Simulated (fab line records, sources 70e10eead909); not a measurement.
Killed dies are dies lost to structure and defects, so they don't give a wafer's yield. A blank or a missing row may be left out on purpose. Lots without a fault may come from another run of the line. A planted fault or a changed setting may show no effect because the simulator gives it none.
fab line records | flow nand_harc
record lots=15 wafers=45 last_day=24
route steps=1159 shown P_ZERO_WELL@16 P_STI@84
lots that met no fault: from a run of the same line without faults
start_h: hours from the record's first day to the start of the lot's first wafer shown | wait_h: hours since the lot's step before | " the same as in the row above | L1.1+2: a row that stands for several wafers | - no value, or no start given | * or withheld: withheld | < > ~ a bound
route shown NAME@n: a module of which the file shows steps, and the number in the route of the first | usual: mean/standard deviation of fault-free wafers | same: alike in all rows | chamber/n: place in a boat | sites: the reading at each site | _std_site: their standard deviation | _edge_site: outer sites' mean less inner sites' | radius_mm: how far each site lies from the wafer's centre | mask NAME#n: copy n | behind: the tool/chamber that last shaped the wafer | hold: why the lot was held/for how many hours/how that ended | device: the transistor (n, p or np) that didn't switch | end of line: the same wafers' tests at the end of the route | a step without rows: its recipe alone | killed: dies lost to structure and defects at the first sort, not the wafer's yield | map: a wafer's dies, x killed, . not, _ none there
set.NAME: the setting as run; set.NAME@STEP: as run at that earlier step | model.NAME: the simulator's own value behind a step, which no gauge read
steps of the route over a sample of lots; a table a step, a row a wafer
services: from which hour (start_h, from the record's first day; less than 0 if before it) a tool's chamber was out of use, for how many hours, and why
## steps
# step NHARC_P_ZERO_WELL_DESCUM_13
# recipe time_s=3 o2_flow_sccm=200 ar_flow_sccm=0 bias_power_w=0 chemistry=O2
# usual drypump_motor_current_A=5.7/0.32 oes_product_au=0.995/0.0092 rf_vpp_V=58.0/0.84 showerhead_plenum_p_Torr=1.96/0.071 throttle_valve_pct=11.313/0.0094
# columns lot.wafer tool chamber start_h wait_h drypump_motor_current_A oes_product_au rf_hours_counter_h rf_vpp_V showerhead_plenum_p_Torr throttle_valve_pct
L774.2 rie_diel-07 3 13.27 - 5.4 1.001 6 57.2 1.82 11.305
L774.1 " 1 " " 5.3 1.003 6 58.9 2.06 11.324
L774.6 " 0 " " 5.8 0.993 - 58.0 1.95 11.322
L775.3 rie_diel-02 3 19.40 - 5.7 0.997 3 57.1 1.91 11.288
L775.1 " 1 " " 5.6 1.004 4 58.1 1.95 11.313
L775.5 " 2 " " 5.9 1.007 - 58.1 1.99 11.310
L777.4 rie_diel-07 3 31.39 - 5.4 0.994 7 57.6 1.82 11.309
L777.2 " 0 " " 5.8 1.003 7 59.7 1.95 11.311
L777.5 " 3 " " 5.4 0.993 - 57.1 1.82 11.306
L778.2 rie_diel-02 1 37.31 - 5.6 1.018 6 57.7 1.95 11.308
L778.5 " 2 " " 5.9 0.987 - 59.5 1.99 11.326
L778.6 " 3 " " 5.7 0.988 - 58.2 1.91 11.318
L779.3 rie_diel-12 3 43.27 - 6.3 0.999 0 58.9 1.86 11.315
L779.4 " 1 " " 5.2 0.982 1 58.2 2.01 11.317
L779.5 " 3 " " 6.4 1.001 - 57.3 1.86 11.322
L780.1 rie_diel-12 1 49.41 - 5.2 0.981 1 57.3 2.01 11.321
L780.4 " 2 " " 5.8 0.981 1 59.8 2.05 11.310
L780.5 " 0 " " 5.6 0.981 - 58.3 1.90 11.323
L781.4 rie_diel-12 1 55.43 - 5.2 0.986 1 58.0 2.01 11.320
L781.2 " 2 " " 5.8 0.986 1 58.7 2.05 11.298
L781.6 " 2 " " 5.8 0.978 - 57.8 2.05 11.320
L783.3 rie_diel-02 0 67.42 - 6.2 0.987 9 58.3 2.00 11.316
L783.5 " 2 " " 5.9 0.991 - 58.7 1.99 11.323
L783.6 " 3 " " 5.7 0.985 - 57.2 1.91 11.301
L784.2 rie_diel-12 0 73.28 - 5.6 0.991 2 57.7 1.90 11.309
L784.4 " 2 " " 5.8 0.993 1 57.7 2.05 11.311
L784.5 " 3 " " 6.3 1.004 - 58.9 1.86 11.335
L785.3 rie_diel-12 2 79.39 - 5.8 0.993 2 59.4 2.05 11.301
L785.4 " 1 " " 5.2 0.983 3 57.6 2.01 11.301
L785.6 " 2 " " 5.9 0.987 - 60.2 2.05 11.301
L786.4 rie_diel-02 0 85.42 - 6.2 0.992 10 58.5 2.00 11.313
L786.2 " 1 " " 5.6 1.012 9 58.1 1.95 11.329
L786.5 " 1 " " 5.6 1.003 - 58.1 1.95 11.317
L787.1 rie_diel-12 0 91.40 - 5.6 1.006 4 56.9 1.90 11.311
L787.2 " 1 " " 5.2 1.002 5 59.0 2.01 11.306
L787.3 " 2 " " 5.8 0.991 4 58.7 2.05 11.312
L788.2 rie_diel-07 0 97.40 - 5.8 1.004 3 57.2 1.94 11.316
L788.4 " 2 " " 5.4 1.009 3 58.2 2.07 11.314
L788.5 " 0 " " 5.8 1.002 - 56.9 1.94 11.318
L796.1 rie_diel-07 1 145.29 - 5.2 0.998 4 58.9 2.06 11.326
L796.3 " 2 " " 5.4 0.997 5 57.4 2.07 11.316
L796.5 " 0 " " 5.8 0.985 - 58.1 1.94 11.315
L797.1 rie_diel-12 2 151.42 - 5.8 0.988 8 59.0 2.05 11.324
L797.2 " 0 " " 5.6 0.994 8 59.2 1.90 11.313
L797.5 " 2 " " 5.8 1.001 - 58.6 2.05 11.318
# step NHARC_P_ZERO_WELL_PEB_22
# recipe peb_temp_c=118 peb_time_s=85
# usual chill_plate_temp_C=23.01/0.11 exhaust_pa=45.0/0.85
# columns lot.wafer tool chamber start_h wait_h chill_plate_temp_C exhaust_pa
L774.1 litho_track-05 0 14.24 0.1 23.11 44.7
L774.2 " 0 " " 22.94 44.9
L774.6 " 0 " " 23.02 43.1
L775.1 litho_track-03 0 20.50 0.1 23.14 45.0
L775.3 " 0 " " 23.21 44.9
L775.5 " 0 " " 22.92 44.3
L777.2 litho_track-05 0 32.49 0.1 22.97 45.4
L777.4 " 0 " " 23.00 44.7
L777.5 " 0 " " 23.03 46.2
L778.2 litho_track-05 0 38.38 0.1 22.68 45.1
L778.5 " 0 " " 22.94 44.8
L778.6 " 0 " " 22.96 45.3
L779.3 litho_track-07 0 44.37 0.1 23.09 43.5
L779.4 " 0 " " 23.07 44.2
L779.5 " 0 " " 22.99 44.8
L780.1 litho_track-07 0 50.50 0.1 22.93 45.1
L780.4 " 0 " " 23.01 45.1
L780.5 " 0 " " 22.96 43.4
L781.2 litho_track-07 0 56.53 0.1 23.27 45.5
L781.4 " 0 " " 23.06 44.7
L781.6 " 0 " " 23.04 44.4
L783.3 litho_track-07 0 68.51 0.1 22.95 45.0
L783.5 " 0 " " 23.10 44.2
L783.6 " 0 " " 22.91 44.5
L784.2 litho_track-07 0 74.24 0.1 22.93 44.3
L784.4 " 0 " " 22.90 44.9
L784.5 " 0 " " 22.73 44.6
L785.3 litho_track-07 0 80.48 0.1 22.89 45.0
L785.4 " 0 " " 23.02 45.4
L785.6 " 0 " " 23.09 44.6
L786.2 litho_track-03 - 86.52 0.1 - -
L786.4 " - " " - -
L786.5 " - " " - -
L787.1 litho_track-07 - 92.53 0.1 - -
L787.2 " - " " - -
L787.3 " - " " - -
L788.2 litho_track-05 - 98.51 0.1 - -
L788.4 " - " " - -
L788.5 " - " " - -
L796.1 litho_track-05 0 146.37 0.1 23.25 44.0
L796.3 " 0 " " 23.00 43.3
L796.5 " 0 " " 23.04 44.5
L797.1 litho_track-05 0 152.52 0.1 22.91 44.2
L797.2 " 0 " " 22.97 44.5
L797.5 " 0 " " 23.11 44.5
# step NHARC_P_ZERO_WELL_DESCUM_54
# recipe time_s=3 o2_flow_sccm=200 ar_flow_sccm=0 bias_power_w=0 chemistry=O2
# usual drypump_motor_current_A=5.7/0.35 oes_product_au=0.996/0.0089 rf_vpp_V=58.0/0.8 showerhead_plenum_p_Torr=1.97/0.078 throttle_valve_pct=11.312/0.0088
# columns lot.wafer tool chamber start_h wait_h drypump_motor_current_A oes_product_au rf_hours_counter_h rf_vpp_V showerhead_plenum_p_Torr throttle_valve_pct
L774.1 rie_diel-07 2 17.81 - 5.4 0.986 6 58.2 2.07 11.325
L774.2 " 0 " " 5.8 0.999 6 58.3 1.95 11.309
L774.6 " 3 " " 5.4 0.996 - 57.9 1.82 11.307
L775.1 rie_diel-07 2 23.80 - 5.4 0.990 6 57.7 2.07 11.335
L775.3 " 3 " " 5.4 0.998 6 57.1 1.82 11.316
L775.5 " 2 " " 5.4 0.994 - 58.2 2.07 11.333
L777.2 rie_diel-12 3 36.02 - 6.3 1.012 0 56.7 1.86 11.326
L777.4 " 1 " " 5.2 0.988 0 58.6 2.01 11.317
L777.5 " 0 " " 5.6 0.993 - 56.8 1.90 11.302
L778.2 rie_diel-02 3 41.67 - 5.7 0.990 6 57.6 1.91 11.307
L778.6 " 2 " " 5.9 0.989 - 57.3 1.99 11.321
L778.5 " 3 " " 5.7 0.985 - 58.6 1.91 11.310
L779.4 rie_diel-12 1 47.82 - 5.2 0.983 1 58.7 2.01 11.306
L779.3 " 2 " " 5.8 0.976 1 58.5 2.05 11.302
L779.5 " 2 " " 5.8 0.983 - 57.8 2.05 11.307
L780.4 rie_diel-02 0 54.05 - 6.2 1.004 8 56.8 2.00 11.323
L780.1 " 3 " " 5.7 0.994 7 57.3 1.91 11.311
L780.5 " 1 " " 5.6 1.002 - 57.9 1.95 11.311
L781.2 rie_diel-12 3 60.10 - 6.4 1.005 2 57.3 1.86 11.309
L781.4 " 3 " " 6.3 0.998 - 58.1 1.86 11.313
L781.6 " 0 " " 5.6 0.987 - 59.4 1.90 11.309
L783.3 rie_diel-02 2 72.10 - 5.9 0.991 7 57.5 1.99 11.306
L783.5 " 3 " " 5.7 0.976 - 57.9 1.91 11.315
L783.6 " 0 " " 6.3 0.992 - 57.3 2.00 11.322
L784.2 rie_diel-02 0 77.55 - 6.2 1.000 9 58.5 2.00 11.302
L784.4 " 1 " " 5.7 1.010 8 57.4 1.95 11.315
L784.5 " 2 " " 5.9 0.985 - 58.5 1.99 11.320
L785.4 rie_diel-12 2 84.01 - 5.8 0.987 3 56.4 2.05 11.309
L785.3 " 0 " " 5.6 0.998 3 59.6 1.90 11.304
L785.6 " 3 " " 6.3 1.004 - 57.2 1.86 11.328
L786.4 rie_diel-02 1 89.99 - 5.7 1.002 9 56.9 1.95 11.310
L786.2 " 2 " " 5.9 0.995 8 58.6 1.99 11.311
L786.5 " 0 " " 6.2 0.996 - 58.5 2.00 11.311
L787.3 rie_diel-07 0 95.82 - 5.8 0.995 3 58.6 1.95 11.307
L787.2 " 2 " " 5.4 0.994 3 57.7 2.07 11.310
L787.1 " 3 " " 5.4 0.999 3 56.8 1.82 11.318
L788.4 rie_diel-12 2 101.95 - 5.9 0.992 5 58.1 2.05 11.317
L788.2 " 3 " " 6.3 1.018 4 56.8 1.86 11.307
L788.5 " 3 " " 6.3 1.003 - 56.8 1.86 11.308
L796.3 rie_diel-02 2 149.81 - 5.9 1.002 14 57.9 1.98 11.295
L796.1 " 3 " " 5.7 0.990 14 58.0 1.91 11.313
L796.5 " 0 " " 6.2 0.999 - 59.1 2.00 11.313
L797.1 rie_diel-07 2 156.06 - 5.4 1.008 6 57.5 2.07 11.309
L797.2 " 0 " " 5.8 0.990 5 58.5 1.94 11.290
L797.5 " 1 " " 5.3 1.003 - 57.2 2.06 11.313
# step NHARC_P_STI_OVL_MEAS_10
# usual overlay_x_nm=0/5.4 overlay_y_nm=-1/5.8
# columns lot.wafer tool chamber start_h wait_h overlay_x_nm overlay_y_nm
L774.1 overlay-02 - 34.91 - -11 3
L774.2 " - " " -12 2
L774.6 " - " " -12 3
L775.1 overlay-02 - 41.83 - 2 4
L775.3 " - " " 2 4
L775.5 " - " " 2 3
L777.2 overlay-02 - 50.07 - -5 8
L777.4 " - " " -4 8
L777.5 " - " " -5 8
L778.2 overlay-01 - 60.44 - 3 0
L778.5 " - " " 3 1
L778.6 " - " " 3 0
L779.3 overlay-01 - 64.84 - 4 -4
L779.4 " - " " 4 -3
L779.5 " - " " 4 -4
L780.1 overlay-01 - 74.01 - 5 7
L780.4 " - " " 5 7
L780.5 " - " " 6 7
L781.2 overlay-01 - 74.17 - -2 -1
L781.4 " - " " -3 -1
L781.6 " - " " -2 0
L783.3 overlay-01 - 89.84 - 7 -2
L783.5 " - " " 6 -2
L783.6 " - " " 7 -2
L784.2 overlay-02 - 94.63 - 3 2
L784.4 " - " " 2 2
L784.5 " - " " 2 2
L785.3 overlay-02 - 101.08 - -3 4
L785.4 " - " " -2 4
L785.6 " - " " -2 5
L796.1 overlay-01 - 168.63 - 1 6
L796.3 " - " " 1 6
L796.5 " - " " 0 6
L797.1 overlay-01 - 173.22 - -6 -12
L797.2 " - " " -7 -11
L797.5 " - " " -7 -12
## services
# columns tool chamber start_h hours kind
rie_diel-12 0 4.40 - clean
rie_diel-12 1 4.40 - clean
rie_diel-12 2 4.40 - clean
rie_diel-12 3 4.40 - clean
rie_diel-12 3 6.51 14.6 repair
rie_diel-07 - 8.74 1.9 repair
rie_diel-07 2 13.60 2.0 repair
litho_track-07 - 14.00 7.0 pm
rie_diel-12 - 25.40 9.0 pm
rie_diel-12 0 25.40 9.0 vent_cycle
rie_diel-12 1 25.40 9.0 vent_cycle
rie_diel-12 2 25.40 9.0 vent_cycle
rie_diel-12 3 25.40 9.0 vent_cycle
rie_diel-12 0 34.40 - clean
rie_diel-12 1 34.40 - clean
rie_diel-12 2 34.40 - clean
rie_diel-12 3 34.40 - clean
litho_track-03 - 38.00 7.0 pm
rie_diel-07 - 51.20 9.0 pm
rie_diel-12 2 56.92 9.4 repair
litho_track-05 - 62.00 7.0 pm
rie_diel-12 3 85.47 7.1 repair
rie_diel-02 2 125.84 5.7 repair
rie_diel-02 - 150.70 9.0 pm
## key
first_sign step=NHARC_P_ZERO_WELL_PEB_22 reading=tool_record direction=missing
effect none on later readings
met_at NHARC_P_ZERO_WELL_PEB_22
struck_lots L786,L787,L788
later_rows_left_out L786.2,L786.4,L786.5,L787.1,L787.2,L787.3,L788.2,L788.4,L788.5
sort_left_out L786.2,L786.4,L786.5,L787.1,L787.2,L787.3,L788.2,L788.4,L788.5
tester_left_out L786,L787,L788
not_acting_at NHARC_P_ZERO_WELL_DESCUM_13,NHARC_P_ZERO_WELL_DESCUM_54,NHARC_P_STI_OVL_MEAS_10
onset_between 80.48 86.52
fault kind=skipped_step_whole tool=litho_track-03,litho_track-05,litho_track-07 chamber=- onset_h=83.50 steps=NHARC_P_ZERO_WELL_PEB_22 scope=struck_lots_only
# tester_left_out: of these lots the tester's yield and bins aren't shown, on N5 and GAA mostly nor the transistor test; their killed dies are dies lost to structure and defects alone, not to doping, threshold or leakage, so they don't give the yield
# sort_left_out: the simulated sort isn't trusted on such a fault, so these wafers' sort isn't shown, and their yield isn't known
# later_rows_left_out: the simulator's readings of these wafers behind a module that went badly wrong aren't trusted and aren't shown, but for the sort
